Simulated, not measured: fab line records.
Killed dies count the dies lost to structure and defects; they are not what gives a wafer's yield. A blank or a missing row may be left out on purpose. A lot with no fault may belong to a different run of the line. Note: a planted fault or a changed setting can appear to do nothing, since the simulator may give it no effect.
fab line records	flow nandHarc	part 1 of 2: steps 1 to 28 of 36
[record] lots = 5	wafers = 15	lastDay = 24
route steps=1159 shown A_BONDPAD@1084 HYBRID_BOND@1094 THIN_TSV@1101
lots that met no fault: from a run of the same line without faults
startH: hours from the record's opening day to when the first of the lot's shown wafers began	waitH: time in hours since the lot's previous step	" unchanged from the row above	L1.1+2: a row that stands for several wafers	- no value present, or no start provided	* or withheld: withheld	< > ~ a bound
route shown NAME@n: a module of which the file shows steps, and the number in the route of the first	usual: the fault-free wafers' mean and standard deviation	same: alike in all rows	chamber/n: place in a boat	sites: readings site by site	_std_site: standard deviation of those values	_edge_site: the outer-site mean with the inner-site mean subtracted	radiusMm: how far each site lies from the wafer's centre	mask NAME#n: copy n	behind: the tool/chamber that last shaped the wafer	hold: cause of the lot's hold/its duration in hours/its outcome	device: which transistor (n, p or np) failed to switch	end of line: tests run on the same wafers once the route is complete	a step with no rows: only its recipe	killed: count of dies lost to structure and defects at first sort (not the wafer's yield)	map: per-die view of a wafer (x killed, . not killed, _ where there is no die)
set.NAME: the setting the step ran with; set.NAME@STEP: the setting that earlier step ran with	model.NAME: the simulator's own value behind a step, which no gauge read
lots seen at some steps along the route; tables by step, rows by wafer
services: the hour from which a tool's chamber was out of use, counted from the record's first day as startH (under 0 if before that day), plus the number of hours and why
[[steps]]
[step NHARC_A_BONDPAD_PVD_17]
[recipe] targetThkA = 50	biasV = 168.6	powerW = 15000	chamberPressurePa = 0.12	timeS = 8.06	substrateTempC = 50	material = TaN
[usual] throttleValvePct = 30.0/1.3
lot.wafer	tool	chamber	startH	waitH	throttleValvePct
L078.3	pvdSputter-02	-	-	-	29.9
L078.1	"	-	"	"	28.2
L078.6	"	-	"	"	28.4
L080.4	pvdSputter-01	-	-	-	30.8
L080.2	"	-	"	"	28.2
L080.6	"	-	"	"	28.8
L083.3	pvdSputter-02	-	-	-	28.3
L083.1	"	-	"	"	30.1
L083.5	"	-	"	"	28.4
L090.2	pvdSputter-03	-	-	-	32.0
L090.1	"	-	"	"	28.4
L090.5	"	-	"	"	31.9
L094.3	pvdSputter-03	-	-	-	30.2
L094.2	"	-	"	"	28.8
L094.5	"	-	"	"	30.1
[step NHARC_A_BONDPAD_PVD_27]
[recipe] targetThkA = 300	chamberPressurePa = 5	powerW = 5000	substrateTempC = 30	timeS = 20.49	material = Cu
[usual] throttleValvePct = 30.1/1.3
lot.wafer	tool	chamber	startH	waitH	throttleValvePct
L078.1	pvdSputter-02	-	-	-	28.4
L078.3	"	-	"	"	31.0
L078.6	"	-	"	"	31.5
L080.4	pvdSputter-01	-	-	-	28.7
L080.2	"	-	"	"	31.5
L080.6	"	-	"	"	28.7
L083.3	pvdSputter-02	-	-	-	31.0
L083.1	"	-	"	"	31.7
L083.5	"	-	"	"	31.1
L090.2	pvdSputter-03	-	-	-	30.1
L090.1	"	-	"	"	28.5
L090.5	"	-	"	"	30.3
L094.3	pvdSputter-03	-	-	-	28.6
L094.2	"	-	"	"	30.5
L094.5	"	-	"	"	28.9
[step NHARC_A_BONDPAD_ECD_18]
[recipe] targetThkA = 4000	bathTempC = 25	material = Cu
lot.wafer	tool	chamber	startH	waitH
L078.1+3+6	ecdCu-01	1,1,0	415.79	-
L080.2+4+6	ecdCu-02	1,0,1	448.91	-
L083.1+3+5	ecdCu-02	1,0,1	462.63	-
L090.1+2+5	ecdCu-01	0,1,1	508.19	-
L094.2+3+5	ecdCu-01	0,1,0	528.50	-
[step NHARC_A_BONDPAD_ANNEAL_28]
[recipe] tempC = 225	timeS = 90
[usual] annealTempCMax = 226.22/0.28	wafer_temp_C_max = 226.11/0.3
lot.wafer	tool	chamber	startH	waitH	annealTempCMax	wafer_temp_C_max
L078.1	rtpAnneal-01	0	416.17	0.3	226.21	226.28
L078.3	"	0	"	"	226.52	226.33
L078.6	"	0	"	"	226.34	226.31
L080.2	rtpAnneal-02	0	449.34	0.4	225.92	225.62
L080.4	"	0	"	"	226.12	225.59
L080.6	"	0	"	"	226.26	226.15
L083.1	rtpAnneal-01	0	463.04	0.4	226.60	226.27
L083.3	"	0	"	"	226.29	226.64
L083.5	"	0	"	"	226.26	226.22
L090.1	rtpAnneal-02	0	508.57	0.3	226.29	226.24
L090.2	"	0	"	"	226.80	226.11
L090.5	"	0	"	"	226.03	225.80
L094.2	rtpAnneal-02	0	528.88	0.3	226.68	226.14
L094.3	"	0	"	"	226.05	225.95
L094.5	"	0	"	"	226.02	225.87
[step NHARC_A_BONDPAD_CMP_19]
[recipe] tOverpolishS = 30	cuRecessTouchS = 16	targetThkNm = 169.8
[usual] motorCurrentA = 12.1/1.5	overpolishRunS = 30.000/0.0088
lot.wafer	tool	chamber	startH	waitH	motorCurrentA	overpolishRunS
L078.1	cmp-01	3	416.54	-	11.7	30.002
L078.3	"	1	"	"	11.2	29.997
L078.6	"	2	"	"	13.5	29.997
L080.2	cmp-03	1	449.64	-	14.4	29.985
L080.4	"	2	"	"	11.6	30.002
L080.6	"	2	"	"	12.5	29.996
L083.3	cmp-02	1	463.41	-	9.4	29.994
L083.1	"	2	"	"	10.7	29.995
L083.5	"	1	"	"	9.8	29.992
L090.1	cmp-03	3	508.95	-	11.8	30.012
L090.2	"	1	"	"	14.8	30.015
L090.5	"	2	"	"	12.2	30.008
L094.2	cmp-02	1	529.17	-	9.6	30.013
L094.3	"	0	"	"	13.7	29.997
L094.5	"	1	"	"	9.5	30.001
[step NHARC_A_BONDPAD_THK_MEAS_20]
[recipe] thkMeasGauge = xrf
[usual] thkNm = 169.3/1.4
lot.wafer	tool	chamber	startH	waitH	thkNm
L078.1	filmMetro-02	-	416.84	-	167.6
L078.3	"	-	"	"	168.9
L078.6	"	-	"	"	168.4
L080.2	filmMetro-01	-	449.96	-	169.0
L080.4	"	-	"	"	169.2
L080.6	"	-	"	"	167.9
L083.1	filmMetro-02	-	463.71	-	170.4
L083.3	"	-	"	"	170.0
L083.5	"	-	"	"	168.8
L090.1	filmMetro-02	-	509.24	-	170.8
L090.2	"	-	"	"	171.1
L090.5	"	-	"	"	170.3
L094.2	filmMetro-01	-	529.50	-	168.7
L094.3	"	-	"	"	168.7
L094.5	"	-	"	"	167.9
[step NHARC_A_BONDPAD_SRD_21]
[recipe] timeS = 30	tempC = 23	dryTimeS = 20	spinRpm = 1500
lot.wafer	tool	chamber	startH	waitH
L078.1+3+6	wetBench-08	1,4,5	416.88	0.0
L080.6+2+4	wetBench-08	3,7,0	450.00	0.0
L083.3+5+1	wetBench-10	7,0,4	463.75	0.0
L090.2+5+1	wetBench-10	2,4,5	509.29	0.0
L094.3+5+2	wetBench-10	6,7,0	529.55	0.1
[step NHARC_A_BONDPAD_INSPECT_23]
[usual] rawDefectCount = 460/120
lot.wafer	tool	chamber	startH	waitH	rawDefectCount
L078.1	defectInspect-02	-	417.06	0.0	427
L078.3	"	-	"	"	531
L078.6	"	-	"	"	557
L080.2	defectInspect-01	-	450.17	0.1	460
L080.4	"	-	"	"	368
L080.6	"	-	"	"	456
L083.1	defectInspect-02	-	463.94	0.0	649
L083.3	"	-	"	"	531
L083.5	"	-	"	"	409
L090.1	defectInspect-02	-	509.47	0.0	477
L090.2	"	-	"	"	380
L090.5	"	-	"	"	453
L094.2	defectInspect-02	-	529.70	0.0	520
L094.3	"	-	"	"	1095
L094.5	"	-	"	"	599
[step NHARC_HYBRID_BOND_ACTIVATE_00]
[recipe] timeS = 60	n2FlowSccm = 200	arFlowSccm = 0	biasPowerW = 0	chemistry = N2
[usual] drypumpMotorCurrentA = 5.7/0.39	oesProductAu = 1.002/0.011	rfVppV = 64.2/0.95	showerheadPlenumPTorr = 1.76/0.087
lot.wafer	tool	chamber	startH	waitH	drypumpMotorCurrentA	oesProductAu	rfHoursCounterH	rfVppV	showerheadPlenumPTorr
L078.1	rieDiel-04	3	417.13	0.1	5.5	0.995	12	63.9	1.65
L078.3	"	2	"	"	6.0	1.012	12	64.4	1.68
L078.6	"	0	"	"	6.3	0.996	-	63.0	1.86
L080.2	rieDiel-04	0	450.23	0.1	6.3	0.987	15	64.0	1.85
L080.4	"	1	"	"	5.5	1.004	16	64.0	1.84
L080.6	"	0	"	"	6.3	0.999	-	64.0	1.85
L083.3	rieDiel-04	1	464.02	0.1	5.4	0.987	17	64.2	1.84
L083.1	"	3	"	"	5.5	0.993	16	64.7	1.65
L083.5	"	1	"	"	5.4	0.995	-	64.2	1.84
L090.2	rieDiel-09	3	509.60	0.1	5.7	0.999	20	63.8	1.64
L090.1	"	0	"	"	5.4	0.993	21	65.1	1.71
L090.5	"	2	"	"	5.5	0.979	-	64.7	1.74
L094.3	rieDiel-04	0	529.78	0.1	6.3	1.001	5	65.5	1.85
L094.2	"	2	"	"	6.0	1.012	6	63.5	1.68
L094.5	"	3	"	"	5.5	1.001	-	64.6	1.64
[step NHARC_HYBRID_BOND_PRECLEAN_01]
[recipe] timeS = 300	tempC = 23	chemistry = DIW
lot.wafer	tool	chamber	startH	waitH
L078.6+3+1	wetBench-10	2,3,6	417.28	0.1
L080.4+2+6	wetBench-08	6,0,3	450.39	0.1
L083.1+3+5	wetBench-08	7,2,4	464.16	0.1
L090.2+5+1	wetBench-08	5,7,2	509.72	0.1
L094.3+5+2	wetBench-08	0,1,5	529.92	0.1
[step NHARC_HYBRID_BOND_SRD_02]
[recipe] timeS = 30	tempC = 23	dryTimeS = 20	spinRpm = 1500
lot.wafer	tool	chamber	startH	waitH
L078.6+3+1	wetBench-10	2,3,6	-	-
L080.4+2+6	wetBench-08	6,0,3	-	-
L083.1+3+5	wetBench-08	7,2,4	-	-
L090.2+5+1	wetBench-08	5,7,2	-	-
L094.3+5+2	wetBench-08	0,1,5	-	-
[step NHARC_HYBRID_BOND_BOND_03]
[recipe] tempC = 25
lot.wafer	tool	chamber	startH	waitH
L078.1+3+6	waferBonder-01	0	418.29	-
L080.2+4+6	waferBonder-01	0	450.78	-
L083.1+3+5	waferBonder-01	0	464.83	-
L090.1+2+5	waferBonder-01	0	509.97	-
L094.2+3+5	waferBonder-01	0	530.32	-
[step NHARC_HYBRID_BOND_ANNEAL_04]
[recipe] tempC = 300	timeS = 7200	rampUpCPerMin = 5	rampDownCPerMin = 3	idleTempC = 100	pressureAtm = 1
[usual] spikeTcCentreC = 299.8/1.1	spikeTcTopC = 337.3/2.5
lot.wafer	tool	chamber	startH	waitH	spikeTcCentreC	spikeTcTopC
L078.1	furnace-06	0	424.09	5.7	298.9	339.3
L078.3	"	0	"	"	299.9	338.2
L078.6	"	0	"	"	299.9	339.1
L080.2	furnace-07	0	455.16	4.2	299.6	334.0
L080.4	"	0	"	"	298.6	332.5
L080.6	"	0	"	"	299.4	333.9
L083.1	furnace-06	0	466.60	1.6	300.9	340.5
L083.3	"	0	"	"	300.7	340.2
L083.5	"	0	"	"	301.0	338.5
L090.1	furnace-06	0	511.53	1.4	300.5	338.3
L090.2	"	0	"	"	302.0	340.0
L090.5	"	0	"	"	299.0	338.4
L094.2	furnace-07	0	532.78	2.3	299.9	334.3
L094.3	"	0	"	"	299.7	336.0
L094.5	"	0	"	"	299.0	334.4
[step NHARC_HYBRID_BOND_OVL_MEAS_05]
[usual] overlayXNm = 2/32	overlayYNm = 2/34
lot.wafer	tool	chamber	startH	waitH	overlayXNm	overlayYNm
L078.1	overlay-01	-	428.85	0.4	33	-38
L078.3	"	-	"	"	25	13
L078.6	"	-	"	"	-2	29
L080.2	overlay-02	-	459.91	0.4	-69	-15
L080.4	"	-	"	"	-10	-3
L080.6	"	-	"	"	10	21
L083.1	overlay-02	-	471.36	0.4	-15	-19
L083.3	"	-	"	"	49	11
L083.5	"	-	"	"	-43	-7
L090.1	overlay-01	-	516.30	0.4	4	1
L090.2	"	-	"	"	39	25
L090.5	"	-	"	"	-39	-7
L094.2	overlay-01	-	537.63	0.4	23	16
L094.3	"	-	"	"	-43	-12
L094.5	"	-	"	"	-48	-12
[step NHARC_HYBRID_BOND_INSPECT_06]
[recipe] inspectInstrument = irVoid
[usual] rawDefectCount = 35/15
lot.wafer	tool	chamber	startH	waitH	rawDefectCount
L078.1	defectInspect-01	-	428.90	0.0	7
L078.3	"	-	"	"	8
L078.6	"	-	"	"	6
L080.2	defectInspect-02	-	459.96	0.1	44
L080.4	"	-	"	"	44
L080.6	"	-	"	"	36
L083.1	defectInspect-01	-	471.43	0.1	37
L083.3	"	-	"	"	33
L083.5	"	-	"	"	23
L090.1	defectInspect-02	-	516.35	0.0	48
L090.2	"	-	"	"	55
L090.5	"	-	"	"	64
L094.2	defectInspect-01	-	537.69	0.1	56
L094.3	"	-	"	"	73
L094.5	"	-	"	"	66
[step NHARC_THIN_TSV_GRIND_00]
[recipe] targetThkUm = 6
[usual] motorCurrentA = 12.001/0.023
lot.wafer	tool	chamber	startH	waitH	motorCurrentA
L078.1	grinder-01	0	430.25	1.3	12.026
L078.3	"	0	"	"	12.024
L078.6	"	0	"	"	11.956
L080.2	grinder-01	0	460.31	0.3	12.038
L080.4	"	0	"	"	11.941
L080.6	"	0	"	"	11.970
L083.1	grinder-01	0	475.15	3.7	11.984
L083.3	"	0	"	"	12.022
L083.5	"	0	"	"	12.004
L090.1	grinder-01	0	517.68	1.3	11.967
L090.2	"	0	"	"	12.026
L090.5	"	0	"	"	11.998
L094.2	grinder-01	0	540.41	2.7	12.015
L094.3	"	0	"	"	11.976
L094.5	"	0	"	"	11.994
[step NHARC_THIN_TSV_CMP_01]
[recipe] targetThkUm = 3
[usual] motorCurrentA = 11.3/1.1
lot.wafer	tool	chamber	startH	waitH	motorCurrentA
L078.3	cmp-02	0	431.52	0.7	13.8
L078.1	"	1	"	"	9.4
L078.6	"	3	"	"	11.7
L080.2	cmp-04	2	461.38	0.9	10.9
L080.4	"	3	"	"	12.5
L080.6	"	1	"	"	11.6
L083.3	cmp-04	3	476.35	0.6	11.8
L083.1	"	2	"	"	10.3
L083.5	"	3	"	"	11.7
L090.1	cmp-04	1	518.96	1.1	11.4
L090.2	"	2	"	"	10.4
L090.5	"	0	"	"	11.7
L094.2	cmp-04	3	541.47	0.9	11.7
L094.3	"	0	"	"	12.1
L094.5	"	3	"	"	12.5
[step NHARC_THIN_TSV_THK_MEAS_02]
[recipe] thkMeasGauge = ir
[usual] thkNm = 2981/220
lot.wafer	tool	chamber	startH	waitH	thkNm
L078.1	filmMetro-01	-	431.74	0.2	2590
L078.3	"	-	"	"	3049
L078.6	"	-	"	"	3129
L080.2	filmMetro-02	-	461.60	-	3331
L080.4	"	-	"	"	3020
L080.6	"	-	"	"	3155
L083.1	filmMetro-01	-	476.62	-	3019
L083.3	"	-	"	"	2815
L083.5	"	-	"	"	2540
L090.1	filmMetro-01	-	519.18	0.2	2767
L090.2	"	-	"	"	2759
L090.5	"	-	"	"	2706
L094.2	filmMetro-01	-	541.71	0.2	2844
L094.3	"	-	"	"	2480
L094.5	"	-	"	"	2934
[step NHARC_THIN_TSV_SRD_03]
lot.wafer	tool	chamber	startH	waitH
L078.6+1+3	wetBench-10	0,1,2	431.78	0.0
L080.2+4+6	wetBench-10	7,0,3	461.65	0.0
L083.3+1+5	wetBench-08	0,3,5	476.66	0.0
L090.2+5+1	wetBench-10	6,7,1	519.22	0.0
L094.3+2+5	wetBench-10	4,5,6	541.76	0.0
[step NHARC_THIN_TSV_PRECLEAN_41]
[recipe] timeS = *	tempC = 50	bathAgeMin = 0	chemistry = SC1
[usual] bathGuardTempC = 49.9/0.45	diwFlowMLMin = 1415/4	h2o2FlowMLMin = 56.60/0.19
[same] bathAgeMin = 0
lot.wafer	tool	chamber	startH	waitH	bathGuardTempC	diwFlowMLMin	h2o2FlowMLMin
L078.6	wetBench-10	0	431.80	0.0	50.0	1411	56.70
L078.1	"	1	"	"	50.9	1419	56.29
L078.3	"	2	"	"	49.2	1415	56.61
L080.2	wetBench-10	7	461.69	0.0	49.7	1414	56.62
L080.4	"	0	"	"	49.8	1416	56.51
L080.6	"	3	"	"	50.4	1419	56.49
L083.3	wetBench-08	0	476.69	0.0	49.8	1412	56.69
L083.1	"	3	"	"	50.3	1424	56.77
L083.5	"	5	"	"	50.0	1418	56.79
L090.2	wetBench-10	6	519.24	0.0	49.7	1415	56.16
L090.5	"	7	"	"	50.4	1414	56.86
L090.1	"	1	"	"	50.7	1416	56.43
L094.3	wetBench-10	4	541.78	0.0	49.8	1422	57.00
L094.2	"	5	"	"	49.3	1417	56.62
L094.5	"	6	"	"	49.7	1417	56.63
[step NHARC_THIN_TSV_SRD_42]
lot.wafer	tool	chamber	startH	waitH
L078.6+1+3	wetBench-10	0,1,2	-	-
L080.2+4+6	wetBench-10	7,0,3	-	-
L083.3+1+5	wetBench-08	0,3,5	-	-
L090.2+5+1	wetBench-10	6,7,1	-	-
L094.3+2+5	wetBench-10	4,5,6	-	-
[step NHARC_THIN_TSV_DEP_43]
[recipe] targetThkA = 13285	tempC = withheld	pressureTorr = 6.5	rfW = 900	teosFlowSccm = 161.4	flowSccm = 2650	targetThkNm = 1328.5	gas = O2	material = SiO2
[usual] throttleValvePct = 15.8/0.42
lot.wafer	tool	chamber	startH	waitH	throttleValvePct
L078.3	pecvd-03	0	431.96	-	16.8
L078.1	"	2	"	"	16.3
L078.6	"	0	"	"	16.8
L080.2	pecvd-02	1	461.86	-	16.0
L080.4	"	1	"	"	16.0
L080.6	"	1	"	"	15.8
L083.1	pecvd-01	0	476.85	-	15.3
L083.3	"	2	"	"	16.2
L083.5	"	1	"	"	15.6
L090.1	pecvd-03	2	519.58	-	16.3
L090.2	"	1	"	"	15.2
L090.5	"	2	"	"	16.2
L094.3	pecvd-03	2	541.93	-	16.2
L094.2	"	1	"	"	15.5
L094.5	"	2	"	"	16.0
[step NHARC_THIN_TSV_DEHYDRATE_04]
[recipe] tempC = 150	timeS = 120
[usual] exhaustPa = 44.8/0.88	heaterPowerTotalW = 182.6/1.2
lot.wafer	tool	chamber	startH	waitH	exhaustPa	heaterPowerTotalW
L078.1	lithoTrack-03	0	432.36	-	42.4	182.6
L078.3	"	0	"	"	43.7	181.1
L078.6	"	0	"	"	44.4	183.9
L080.2	lithoTrack-02	0	462.40	0.5	44.3	183.9
L080.4	"	0	"	"	43.4	181.0
L080.6	"	0	"	"	44.4	183.3
L083.1	lithoTrack-03	0	477.26	-	45.3	181.4
L083.3	"	0	"	"	45.7	182.4
L083.5	"	0	"	"	44.4	181.9
L090.1	lithoTrack-05	0	519.99	-	44.6	183.6
L090.2	"	0	"	"	44.9	180.5
L090.5	"	0	"	"	44.7	180.9
L094.2	lithoTrack-03	0	542.34	-	44.9	180.9
L094.3	"	0	"	"	45.2	183.0
L094.5	"	0	"	"	46.0	183.2
[step NHARC_THIN_TSV_HMDS_05]
[recipe] timeS = 30
[usual] exhaustPa = 45.1/0.97
lot.wafer	tool	chamber	startH	waitH	exhaustPa
L078.1	lithoTrack-03	0	-	-	45.3
L078.3	"	0	"	"	44.7
L078.6	"	0	"	"	46.7
L080.2	lithoTrack-02	0	-	-	45.1
L080.4	"	0	"	"	44.8
L080.6	"	0	"	"	43.2
L083.1	lithoTrack-03	0	-	-	45.5
L083.3	"	0	"	"	45.3
L083.5	"	0	"	"	45.6
L090.1	lithoTrack-05	0	-	-	47.5
L090.2	"	0	"	"	45.9
L090.5	"	0	"	"	45.7
L094.2	lithoTrack-03	0	-	-	44.6
L094.3	"	0	"	"	43.3
L094.5	"	0	"	"	44.3
[step NHARC_THIN_TSV_COAT_06]
[recipe] spinRpm = *
[usual] exhaustPa = 44.9/0.91
lot.wafer	tool	chamber	startH	waitH	exhaustPa
L078.1	lithoTrack-03	0	-	-	45.9
L078.3	"	0	"	"	45.8
L078.6	"	0	"	"	45.3
L080.2	lithoTrack-02	0	-	-	44.1
L080.4	"	0	"	"	43.1
L080.6	"	0	"	"	43.7
L083.1	lithoTrack-03	0	-	-	44.0
L083.3	"	0	"	"	44.2
L083.5	"	0	"	"	44.6
L090.1	lithoTrack-05	0	-	-	43.5
L090.2	"	0	"	"	44.0
L090.5	"	0	"	"	44.8
L094.2	lithoTrack-03	0	-	-	44.1
L094.3	"	0	"	"	45.8
L094.5	"	0	"	"	43.8
[step NHARC_THIN_TSV_SOFTBAKE_07]
[recipe] tempC = 122	timeS = 95
[usual] exhaustPa = 45.2/0.94	heaterPowerTotalW = 160.1/0.48
lot.wafer	tool	chamber	startH	waitH	exhaustPa	heaterPowerTotalW
L078.1	lithoTrack-03	0	-	-	46.9	160.2
L078.3	"	0	"	"	46.5	160.1
L078.6	"	0	"	"	46.7	160.5
L080.2	lithoTrack-02	0	-	-	45.6	160.6
L080.4	"	0	"	"	46.3	160.0
L080.6	"	0	"	"	45.9	160.7
L083.1	lithoTrack-03	0	-	-	44.3	160.2
L083.3	"	0	"	"	43.8	160.7
L083.5	"	0	"	"	46.0	160.7
L090.1	lithoTrack-05	0	-	-	45.8	159.5
L090.2	"	0	"	"	46.3	160.7
L090.5	"	0	"	"	45.1	159.2
L094.2	lithoTrack-03	0	-	-	44.0	160.5
L094.3	"	0	"	"	46.0	160.5
L094.5	"	0	"	"	45.6	159.9
[step NHARC_THIN_TSV_EBR_08]
[usual] exhaustPa = 45.0/0.9
lot.wafer	tool	chamber	startH	waitH	exhaustPa
L078.1	lithoTrack-03	0	-	-	43.6
L078.3	"	0	"	"	44.6
L078.6	"	0	"	"	44.6
L080.2	lithoTrack-02	0	-	-	43.9
L080.4	"	0	"	"	43.9
L080.6	"	0	"	"	44.8
L083.1	lithoTrack-03	0	-	-	45.0
L083.3	"	0	"	"	44.7
L083.5	"	0	"	"	45.1
L090.1	lithoTrack-05	0	-	-	44.3
L090.2	"	0	"	"	45.7
L090.5	"	0	"	"	44.2
L094.2	lithoTrack-03	0	-	-	44.4
L094.3	"	0	"	"	44.6
L094.5	"	0	"	"	44.7
[step NHARC_THIN_TSV_EXPOSE_09]
[recipe] na = 0.55	doseMj = 30.7	maskId = TSV
[usual] exposureDoseMJCm2 = 30.693/0.03
lot.wafer	tool	chamber	startH	waitH	mask	exposureDoseMJCm2
L078.1	krfScanner-03	0	432.51	-	TSV#0	30.731
L078.3	"	0	"	"	TSV#0	30.672
L078.6	"	0	"	"	TSV#0	30.696
L080.2	krfScanner-01	0	462.67	-	TSV#0	30.718
L080.4	"	0	"	"	TSV#0	30.711
L080.6	"	0	"	"	TSV#0	30.653
L083.1	krfScanner-01	0	477.53	-	TSV#0	30.685
L083.3	"	0	"	"	TSV#0	30.629
L083.5	"	0	"	"	TSV#0	30.698
L090.1	krfScanner-01	0	520.26	-	TSV#0	30.699
L090.2	"	0	"	"	TSV#0	30.701
L090.5	"	0	"	"	TSV#0	30.723
L094.2	krfScanner-03	0	542.49	-	TSV#0	30.711
L094.3	"	0	"	"	TSV#0	30.669
L094.5	"	0	"	"	TSV#0	30.723
